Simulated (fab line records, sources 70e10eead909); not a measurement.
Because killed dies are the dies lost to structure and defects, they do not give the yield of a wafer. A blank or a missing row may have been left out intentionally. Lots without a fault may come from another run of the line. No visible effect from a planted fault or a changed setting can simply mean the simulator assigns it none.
fab line records | flow nandHarc
[record] lots = 12 | wafers = 35 | lastDay = 33
route steps=1302 shown A_CHANNEL_HOLE_D1@468 END@1302
lots untouched by any fault: they come from a run of this same line in which no faults occurred
startH: the number of hours between the record's first day and the start of the first shown wafer of the lot | waitH: time in hours since the lot's previous step | " repeats the value in the row above | L1.1+2: one row covering several wafers at once | - no value, or no start given | * or withheld: withheld | < > ~ a bound
route shown NAME@n: NAME is a module with steps in the file, n the number in the route of the first one | usual: mean/standard deviation of fault-free wafers | same: alike in all rows | chamber/n: place in a boat | sites: each site's reading | _std_site: their standard deviation | _edge_site: inner sites' mean taken away from outer sites' mean | radiusMm: how far each site lies from the wafer's centre | mask NAME#n: copy n | behind: the most recent tool/chamber to have shaped the wafer | hold: reason for holding the lot/hours on hold/outcome of the hold | device: whichever transistor did not switch (one of n, p or np) | end of line: at the end of the route, the tests of the same wafers | for a step that has no rows: nothing shown but its recipe | killed: at the first sort, the dies lost to defects and structure; wafer yield is something else | map: per-die view of a wafer (x killed, . not killed, _ where there is no die)
set.NAME: the run value of the setting; set.NAME@STEP: its run value at that earlier step | model.NAME: the simulator's own value behind a step, which no gauge read
one table for each step of the route and one row for each wafer, over a sample of lots
services: the hour from which a tool's chamber was out of use, counted from the record's first day as startH (under 0 if before that day), plus the number of hours and why
[[steps]]
[step NHARC_A_CHANNEL_HOLE_D1_ETCH_34]
[recipe] targetDepthA = 1540 | timeS = 77 | cf4FlowSccm = 100 | chf3FlowSccm = 30 | arFlowSccm = 0 | rfW = 500 | biasW = 200 | chemistry = CF4/CHF3
[usual] biasW = 200.0/0.53 | chf3FlowSccm = 30.00/0.091 | drypumpMotorCurrentA = 5.7/0.34 | oesProductAu = 0.946/0.022 | rfVppV = 372.3/1.7 | showerheadPlenumPTorr = 1.63/0.041 | throttleValvePct = 16.802/0.0097
lot.wafer | tool       | chamber | startH | waitH | biasW | chf3FlowSccm | drypumpMotorCurrentA | oesProductAu | rfHoursCounterH | rfVppV | showerheadPlenumPTorr | throttleValvePct
L388.2    | rieDiel-11 | 0       | 180.83 | -     | 200.0 | 29.99        | 5.5                  | 0.988        | 8               | 371.5  | 1.59                  | 16.812
L388.1    | "          | 1       | "      | "     | 198.8 | 30.04        | 6.0                  | 0.972        | 8               | 373.0  | 1.65                  | 16.813
L388.5    | "          | 3       | "      | "     | 199.9 | 29.97        | 5.9                  | 0.981        | -               | 372.8  | 1.65                  | 16.794
L389.4    | rieDiel-08 | 1       | 181.00 | -     | 200.2 | 30.00        | 5.9                  | 0.913        | 56              | 366.2  | 1.46                  | 16.803
L389.2    | "          | 3       | "      | "     | 200.3 | 30.07        | 5.8                  | 0.919        | 53              | 365.5  | 1.46                  | 16.799
L389.5    | "          | 1       | "      | "     | 200.6 | 30.04        | 5.9                  | 0.916        | -               | 366.6  | 1.46                  | 16.783
L390.4    | rieDiel-11 | 2       | 198.18 | -     | 200.9 | 29.94        | 5.2                  | 0.924        | 9               | 370.8  | 1.65                  | 16.796
L390.3    | "          | 1       | "      | "     | 199.4 | 30.09        | 6.0                  | 0.931        | 10              | 373.9  | 1.65                  | 16.820
L390.5    | "          | 2       | "      | "     | 200.2 | 29.96        | 5.2                  | 0.914        | -               | 372.5  | 1.65                  | 16.810
L393.3    | rieDiel-11 | 1       | 227.32 | -     | 200.2 | 29.90        | 6.0                  | 0.938        | 13              | 373.3  | 1.65                  | 16.778
L393.4    | "          | 2       | "      | "     | 200.1 | 29.94        | 5.2                  | 0.933        | 12              | 372.3  | 1.64                  | 16.816
L393.1    | "          | 0       | "      | "     | 198.9 | 30.02        | 5.5                  | 0.933        | 13              | 372.5  | 1.58                  | 16.789
L394.3    | rieDiel-11 | 1       | 241.70 | -     | 200.5 | 29.92        | 6.0                  | 0.934        | 14              | 372.5  | 1.65                  | 16.788
L394.5    | "          | 3       | "      | "     | 200.6 | 29.99        | 6.0                  | 0.945        | -               | 372.8  | 1.65                  | 16.814
L394.6    | "          | 0       | "      | "     | 199.1 | 29.94        | 5.5                  | 0.939        | -               | 370.9  | 1.58                  | 16.803
L395.3    | rieDiel-11 | 3       | 247.80 | -     | 199.9 | 29.95        | 6.0                  | 0.933        | 14              | 372.8  | 1.65                  | 16.786
L395.2    | "          | 0       | "      | "     | 201.2 | 30.04        | 5.5                  | 0.924        | 15              | 370.7  | 1.58                  | 16.806
L395.1    | "          | 1       | "      | "     | 200.1 | 29.98        | 6.0                  | 0.922        | 15              | 372.9  | 1.65                  | 16.789
L396.3    | rieDiel-07 | 2       | 262.21 | -     | 200.7 | 29.88        | 6.2                  | 0.926        | 47              | 372.4  | 1.65                  | 16.787
L396.4    | "          | 1       | "      | "     | 199.5 | 29.91        | 5.9                  | 0.932        | 44              | 370.6  | 1.57                  | 16.791
L396.5    | "          | 2       | "      | "     | 199.6 | 30.05        | 6.2                  | 0.918        | -               | 372.2  | 1.65                  | 16.807
L397.2    | rieDiel-11 | 0       | 265.24 | -     | 201.2 | 29.95        | 5.5                  | 0.952        | 0               | 371.2  | 1.58                  | 16.786
L397.4    | "          | 3       | "      | "     | 200.3 | 29.97        | 6.0                  | 0.961        | 0               | 372.6  | 1.65                  | 16.799
L397.6    | "          | 1       | "      | "     | 200.6 | 30.02        | 6.0                  | 0.967        | -               | 372.1  | 1.65                  | 16.813
L398.4    | rieDiel-11 | 0       | 281.43 | -     | 200.0 | 29.95        | 5.5                  | 0.960        | 2               | 370.3  | 1.58                  | 16.786
L398.2    | "          | 2       | "      | "     | 200.2 | 29.96        | 5.2                  | 0.986        | 2               | 373.0  | 1.64                  | 16.805
L398.6    | "          | 3       | "      | "     | 200.4 | 30.02        | 5.9                  | 0.966        | -               | 373.2  | 1.65                  | 16.809
L404.4    | rieDiel-11 | 1       | 343.66 | -     | 200.9 | 30.04        | 6.0                  | 0.855        | 8               | 373.1  | 1.65                  | 16.797
L404.3    | "          | 0       | "      | "     | 200.2 | 30.02        | 5.5                  | 0.929        | 8               | 370.6  | 1.58                  | 16.804
L411.3    | rieDiel-11 | 1       | 414.64 | -     | 200.0 | 29.87        | 6.0                  | 0.949        | 13              | 373.8  | 1.65                  | 16.795
L411.6    | "          | 0       | "      | "     | 200.3 | 29.83        | 5.5                  | 0.960        | -               | 368.3  | 1.58                  | 16.793
L411.4    | "          | 1       | "      | "     | 199.4 | 29.95        | 6.0                  | 0.939        | -               | 373.3  | 1.65                  | 16.806
L410.3    | rieDiel-08 | 0       | 414.81 | -     | 199.9 | 30.06        | 6.2                  | 0.984        | 12              | 369.5  | 1.59                  | 16.817
L410.6    | "          | 0       | "      | "     | 200.2 | 30.14        | 6.2                  | 0.974        | -               | 370.3  | 1.59                  | 16.806
L410.5    | "          | 1       | "      | "     | 200.8 | 30.08        | 5.9                  | 0.963        | -               | 373.2  | 1.68                  | 16.808
[step NHARC_A_CHANNEL_HOLE_D1_ETCH_21]
[recipe] biasV = 3000 | sourceW = withheld | pressureMtorr = 20 | timeS = 514.3 | arFlowSccm = 375 | c4f8FlowSccm = 89.3 | o2FlowSccm = 35.7 | tempC = -20 | targetDepthA = 16000 | chemistry = C4F8/O2/Ar
[usual] drypumpMotorCurrentA = 5.5/0.43 | showerheadPlenumPTorr = 3.65/0.086 | throttleValvePct = 32.156/0.0085
lot.wafer | tool       | chamber | startH | waitH | drypumpMotorCurrentA | rfHoursCounterH | showerheadPlenumPTorr | throttleValvePct
L388.1    | harEtch-02 | 0       | 181.99 | 0.3   | 5.6                  | 295             | 3.58                  | 32.163
L388.2    | "          | 1       | "      | "     | 5.4                  | 295             | 3.77                  | 32.156
L388.5    | "          | 1       | "      | "     | 5.5                  | -               | 3.77                  | 32.158
L389.2    | harEtch-01 | 1       | 182.93 | 0.3   | 6.0                  | 92              | 3.62                  | 32.162
L389.4    | "          | 0       | "      | "     | 4.8                  | -               | 3.73                  | 32.145
L389.5    | "          | 1       | "      | "     | 6.1                  | -               | 3.62                  | 32.150
L390.3    | harEtch-01 | 1       | 199.49 | 0.3   | 6.0                  | -               | 3.62                  | 32.160
L390.4    | "          | 0       | "      | "     | 4.8                  | -               | 3.73                  | 32.160
L390.5    | "          | 0       | "      | "     | 4.8                  | -               | 3.73                  | 32.149
L393.1    | harEtch-02 | 1       | 228.50 | 0.3   | 5.5                  | 329             | 3.75                  | 32.151
L393.4    | "          | 1       | "      | "     | 5.5                  | -               | 3.75                  | 32.166
L393.3    | "          | 0       | "      | "     | 5.6                  | -               | 3.57                  | 32.161
L394.3    | harEtch-02 | 1       | 244.95 | 0.3   | 5.5                  | -               | 3.74                  | 32.149
L394.6    | "          | 1       | "      | "     | 5.5                  | -               | 3.74                  | 32.159
L394.5    | "          | 0       | "      | "     | 5.5                  | -               | 3.57                  | 32.158
L395.1    | harEtch-01 | 0       | 248.98 | 0.3   | 4.8                  | 130             | 3.71                  | 32.152
L395.2    | "          | 1       | "      | "     | 6.1                  | 130             | 3.60                  | 32.159
L395.3    | "          | 0       | "      | "     | 4.8                  | -               | 3.71                  | 32.165
L396.4    | harEtch-01 | 1       | 263.95 | 0.3   | 6.0                  | -               | 3.60                  | 32.143
L396.3    | "          | 0       | "      | "     | 4.8                  | -               | 3.71                  | 32.160
L396.5    | "          | 0       | "      | "     | 4.8                  | -               | 3.71                  | 32.149
L397.2    | harEtch-02 | 1       | 266.50 | 0.3   | 5.5                  | 348             | 3.74                  | 32.151
L397.4    | "          | 0       | "      | "     | 5.6                  | -               | 3.56                  | 32.157
L397.6    | "          | 0       | "      | "     | 5.6                  | -               | 3.56                  | 32.148
L398.2    | harEtch-02 | 1       | 284.18 | 0.3   | 5.5                  | 360             | 3.73                  | 32.152
L398.4    | "          | 0       | "      | "     | 5.6                  | -               | 3.55                  | 32.155
L398.6    | "          | 0       | "      | "     | 5.6                  | -               | 3.55                  | 32.160
L404.4    | harEtch-02 | 1       | 344.99 | 0.3   | 5.4                  | -               | 3.71                  | 32.156
L404.3    | "          | 0       | "      | "     | 5.6                  | -               | 3.54                  | 32.158
L411.4    | harEtch-02 | 0       | 417.87 | 0.3   | 5.6                  | -               | 3.93                  | 32.161
L411.3    | "          | 1       | "      | "     | 5.5                  | -               | 3.69                  | 32.153
L411.6    | "          | 1       | "      | "     | 5.5                  | -               | 3.69                  | 32.171
L410.3    | harEtch-01 | 1       | 418.25 | 0.3   | 6.0                  | -               | 3.55                  | 32.154
L410.5    | "          | 1       | "      | "     | 6.0                  | -               | 3.55                  | 32.173
L410.6    | "          | 0       | "      | "     | 4.8                  | -               | 3.66                  | 32.166
[step NHARC_A_CHANNEL_HOLE_D1_ETCH_23]
[recipe] biasV = 5000 | sourceW = withheld | pressureMtorr = 20 | timeS = 819 | arFlowSccm = 375 | c4f8FlowSccm = 89.3 | o2FlowSccm = 35.7 | tempC = -20 | targetDepthA = 16000 | chemistry = C4F8/O2/Ar
[usual] drypumpMotorCurrentA = 5.5/0.43 | showerheadPlenumPTorr = 3.65/0.086 | throttleValvePct = 32.155/0.01
lot.wafer | tool       | chamber | startH | waitH | drypumpMotorCurrentA | rfHoursCounterH | showerheadPlenumPTorr | throttleValvePct
L388.1    | harEtch-02 | 0       | 182.99 | 0.5   | 5.6                  | 296             | 3.58                  | 32.155
L388.2    | "          | 1       | "      | "     | 5.5                  | 296             | 3.77                  | 32.156
L388.5    | "          | 1       | "      | "     | 5.5                  | -               | 3.77                  | 32.166
L389.2    | harEtch-01 | 1       | 183.99 | 0.5   | 6.1                  | 93              | 3.62                  | 32.127
L389.4    | "          | 0       | "      | "     | 4.8                  | -               | 3.73                  | 32.144
L389.5    | "          | 1       | "      | "     | 6.1                  | -               | 3.62                  | 32.185
L390.3    | harEtch-01 | 1       | 200.58 | 0.5   | 6.1                  | -               | 3.62                  | 32.160
L390.4    | "          | 0       | "      | "     | 4.8                  | -               | 3.73                  | 32.172
L390.5    | "          | 0       | "      | "     | 4.8                  | -               | 3.73                  | 32.166
L393.1    | harEtch-02 | 1       | 229.51 | 0.5   | 5.5                  | 330             | 3.75                  | 32.148
L393.4    | "          | 1       | "      | "     | 5.5                  | -               | 3.75                  | 32.151
L393.3    | "          | 0       | "      | "     | 5.6                  | -               | 3.57                  | 32.160
L394.3    | harEtch-02 | 1       | 246.04 | 0.5   | 5.5                  | -               | 3.74                  | 32.150
L394.6    | "          | 1       | "      | "     | 5.5                  | -               | 3.74                  | 32.161
L394.5    | "          | 0       | "      | "     | 5.6                  | -               | 3.57                  | 32.160
L395.1    | harEtch-01 | 0       | 249.99 | 0.5   | 4.8                  | 131             | 3.71                  | 32.153
L395.2    | "          | 1       | "      | "     | 6.1                  | 131             | 3.60                  | 32.149
L395.3    | "          | 0       | "      | "     | 4.8                  | -               | 3.71                  | 32.156
L396.4    | harEtch-01 | 1       | 265.06 | 0.5   | 6.1                  | -               | 3.60                  | 32.163
L396.3    | "          | 0       | "      | "     | 4.8                  | -               | 3.71                  | 32.159
L396.5    | "          | 0       | "      | "     | 4.8                  | -               | 3.71                  | 32.157
L397.2    | harEtch-02 | 1       | 267.54 | 0.5   | 5.5                  | 349             | 3.74                  | 32.150
L397.4    | "          | 0       | "      | "     | 5.6                  | -               | 3.56                  | 32.137
L397.6    | "          | 0       | "      | "     | 5.6                  | -               | 3.56                  | 32.153
L398.2    | harEtch-02 | 1       | 285.19 | 0.5   | 5.5                  | 361             | 3.73                  | 32.158
L398.4    | "          | 0       | "      | "     | 5.6                  | -               | 3.55                  | 32.152
L398.6    | "          | 0       | "      | "     | 5.6                  | -               | 3.55                  | 32.153
L404.4    | harEtch-02 | 1       | 346.08 | 0.5   | 5.5                  | -               | 3.71                  | 32.150
L404.3    | "          | 0       | "      | "     | 5.6                  | -               | 3.53                  | 32.165
L411.4    | harEtch-02 | 0       | 418.97 | 0.5   | 5.6                  | -               | 3.93                  | 32.160
L411.3    | "          | 1       | "      | "     | 5.5                  | -               | 3.69                  | 32.137
L411.6    | "          | 1       | "      | "     | 5.5                  | -               | 3.69                  | 32.163
L410.3    | harEtch-01 | 1       | 419.36 | 0.5   | 6.0                  | -               | 3.55                  | 32.148
L410.5    | "          | 1       | "      | "     | 6.1                  | -               | 3.55                  | 32.163
L410.6    | "          | 0       | "      | "     | 4.8                  | -               | 3.66                  | 32.157
[step NHARC_A_CHANNEL_HOLE_D1_ETCH_26]
[recipe] biasV = 300 | sourceW = 2000 | pressureMtorr = 30 | timeS = 224.1 | arFlowSccm = 375 | c4f8FlowSccm = 11.4 | o2FlowSccm = 113.6 | tempC = -20 | targetDepthA = 3000 | chemistry = C4F8/O2/Ar
[usual] drypumpMotorCurrentA = 5.5/0.42 | showerheadPlenumPTorr = 3.69/0.091 | throttleValvePct = 24.585/0.0098
lot.wafer | tool       | chamber | startH | waitH | drypumpMotorCurrentA | rfHoursCounterH | showerheadPlenumPTorr | throttleValvePct
L388.1    | harEtch-02 | 0       | 185.35 | 0.7   | 5.6                  | 298             | 3.62                  | 24.589
L388.2    | "          | 1       | "      | "     | 5.5                  | 298             | 3.82                  | 24.577
L388.5    | "          | 1       | "      | "     | 5.5                  | -               | 3.81                  | 24.570
L389.2    | harEtch-01 | 1       | 186.22 | 0.6   | 6.0                  | 95              | 3.66                  | 24.580
L389.4    | "          | 0       | "      | "     | 4.8                  | -               | 3.78                  | 24.566
L389.5    | "          | 1       | "      | "     | 6.0                  | -               | 3.66                  | 24.577
L390.3    | harEtch-01 | 1       | 202.75 | 0.5   | 6.0                  | -               | 3.66                  | 24.576
L390.4    | "          | 0       | "      | "     | 4.8                  | -               | 3.77                  | 24.586
L390.5    | "          | 0       | "      | "     | 4.8                  | -               | 3.77                  | 24.581
L393.1    | harEtch-02 | 1       | 231.84 | 0.7   | 5.5                  | 332             | 3.80                  | 24.593
L393.4    | "          | 1       | "      | "     | 5.5                  | -               | 3.79                  | 24.579
L393.3    | "          | 0       | "      | "     | 5.5                  | -               | 3.61                  | 24.574
L394.3    | harEtch-02 | 1       | 248.21 | 0.5   | 5.5                  | -               | 3.79                  | 24.576
L394.6    | "          | 1       | "      | "     | 5.5                  | -               | 3.79                  | 24.572
L394.5    | "          | 0       | "      | "     | 5.6                  | -               | 3.60                  | 24.585
L395.1    | harEtch-01 | 0       | 252.33 | 0.7   | 4.8                  | 133             | 3.76                  | 24.574
L395.2    | "          | 1       | "      | "     | 6.0                  | 133             | 3.64                  | 24.582
L395.3    | "          | 0       | "      | "     | 4.8                  | -               | 3.76                  | 24.582
L396.4    | harEtch-01 | 1       | 267.25 | 0.5   | 6.0                  | -               | 3.64                  | 24.613
L396.3    | "          | 0       | "      | "     | 4.8                  | -               | 3.75                  | 24.609
L396.5    | "          | 0       | "      | "     | 4.8                  | -               | 3.75                  | 24.586
L397.2    | harEtch-02 | 1       | 269.81 | 0.6   | 5.4                  | 352             | 3.78                  | 24.595
L397.4    | "          | 0       | "      | "     | 5.6                  | -               | 3.60                  | 24.579
L397.6    | "          | 0       | "      | "     | 5.6                  | -               | 3.60                  | 24.579
L398.2    | harEtch-02 | 1       | 287.54 | 0.7   | 5.5                  | 363             | 3.78                  | 24.582
L398.4    | "          | 0       | "      | "     | 5.6                  | -               | 3.59                  | 24.583
L398.6    | "          | 0       | "      | "     | 5.6                  | -               | 3.59                  | 24.599
L404.4    | harEtch-02 | 1       | 348.27 | 0.5   | 5.5                  | -               | 3.76                  | 24.597
L404.3    | "          | 0       | "      | "     | 5.6                  | -               | 3.57                  | 24.584
L411.4    | harEtch-02 | 0       | 421.15 | 0.5   | 5.6                  | -               | 3.98                  | 24.607
L411.3    | "          | 1       | "      | "     | 5.5                  | -               | 3.74                  | 24.597
L411.6    | "          | 1       | "      | "     | 5.5                  | -               | 3.74                  | 24.581
L410.3    | harEtch-01 | 1       | 421.54 | 0.5   | 6.1                  | -               | 3.59                  | 24.586
L410.5    | "          | 1       | "      | "     | 6.1                  | -               | 3.58                  | 24.588
L410.6    | "          | 0       | "      | "     | 4.8                  | -               | 3.70                  | 24.598
[step NHARC_END_SORT_01]
[recipe] tempC = 25
[usual] killedAtArray = 57/19 | killedAtOther = 0.9/1.1 | killedAtPeriphery = 4.0/2.6 | killedDies = 62/19 | killedOpen = 3.3/1.8 | killedShort = 2.4/1.7
[same] grossDies = 677
lot.wafer | tool      | chamber | startH | waitH | killedAtArray | killedAtOther | killedAtPeriphery | killedDies | killedOpen | killedShort
L404.3    | prober-01 | 0       | 723.80 | 3.1   | 51            | 1             | 5                 | 57         | 2          | 2
L404.4    | prober-01 | 0       | 724.59 | 3.4   | 630           | 2             | 6                 | 638        | 5          | 3
// killed by level:class
L404.3 A_CHANNEL_HOLE_D1:chamberFilmFlake=38 P_CONTACT:chamberFilmFlake=4 A_SLIT:chamberFilmFlake=4 A_DECK1_JOINT:chamberFilmFlake=2 A_WL_FILL:chamberFilmFlake=2 P_M1:geometricParticle:open=1 A_SOURCE_PLATE:geometricParticle:open=1 A_CHANNEL_FILL_D2:geometricParticle:short=1
L404.4 A_CHANNEL_HOLE_D1:areaEtch=586 A_CHANNEL_HOLE_D1:chamberFilmFlake=24 P_M2:chamberFilmFlake=5 A_CONTACT:chamberFilmFlake=5 A_CHANNEL_FILL_D2:geometricParticle:open=2 A_WL_FILL:geometricParticle:open=2 A_CHANNEL_FILL_D1:chamberFilmFlake=2 A_STAIRCASE:chamberFilmFlake=2
[[services]]
tool       | chamber | startH | hours | kind
rieDiel-11 | 0       | 163.10 | 4.2   | repair
rieDiel-11 | 2       | 170.81 | 4.5   | repair
harEtch-02 | 0       | 190.36 | -     | consumableReplace:focusRing
harEtch-02 | 0       | 190.36 | 17.0  | scheduledDown
harEtch-02 | 0       | 190.36 | 17.0  | ventCycle
rieDiel-08 | -       | 190.95 | 9.0   | pm
rieDiel-08 | 3       | 215.73 | 8.8   | repair
rieDiel-07 | 3       | 232.36 | 14.8  | repair
rieDiel-11 | -       | 255.50 | 9.0   | pm
rieDiel-07 | 0       | 277.15 | 2.7   | repair
rieDiel-07 | 2       | 278.56 | 3.8   | repair
rieDiel-07 | -       | 283.07 | 2.8   | repair
rieDiel-07 | -       | 296.84 | 9.0   | pm
rieDiel-08 | 3       | 307.84 | 15.6  | repair
rieDiel-07 | -       | 324.89 | 12.4  | repair
rieDiel-08 | -       | 368.00 | 9.0   | pm
harEtch-02 | -       | 377.87 | 17.0  | pm
harEtch-02 | 0       | 377.87 | 17.0  | ventCycle
harEtch-02 | 1       | 377.87 | 17.0  | ventCycle
harEtch-02 | 0       | 394.87 | -     | clean
rieDiel-08 | 2       | 400.04 | 4.7   | repair
rieDiel-08 | -       | 404.81 | 0.3   | repair
rieDiel-11 | 3       | 410.55 | 16.0  | repair
rieDiel-11 | -       | 415.31 | 1.2   | repair
[[key]]
[firstSign] step = NHARC_A_CHANNEL_HOLE_D1_ETCH_34 | reading = oesProductAu | direction = down | sigmas = 4.1 | usual = 0.946 | struck = 0.855
[effect] step = NHARC_END_SORT_01 | reading = killedDies | direction = up | sigmas = 31 | usual = 62 | struck = 638
[moreKillsBornAt] NHARC_A_CHANNEL_HOLE_D1_ETCH_34@rieDiel-11 = 586
metAt NHARC_A_CHANNEL_HOLE_D1_ETCH_34
struckLots L404
struckWafers L404.4
laterRowsLeftOut L404.4
testerLeftOut L404
notActingAt NHARC_A_CHANNEL_HOLE_D1_ETCH_21,NHARC_A_CHANNEL_HOLE_D1_ETCH_23,NHARC_A_CHANNEL_HOLE_D1_ETCH_26
onsetBetween 281.43 343.66
[fault] kind = processParameterDrift | tool = rieDiel-11 | chamber = - | onsetH = 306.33 | steps = NHARC_A_CHANNEL_HOLE_D1_ETCH_34 | channel = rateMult | offset = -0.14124 | shape = step | endH = 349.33 | scope = struckWafersOnly
// testerLeftOut: of these lots the tester's yield and bins aren't shown, on N5 and GAA mostly nor the transistor test; their killed dies are dies lost to structure and defects alone, not to doping, threshold or leakage, so they don't give the yield
// laterRowsLeftOut: the simulator's readings of these wafers behind a module that went badly wrong aren't trusted and aren't shown, but for the sort
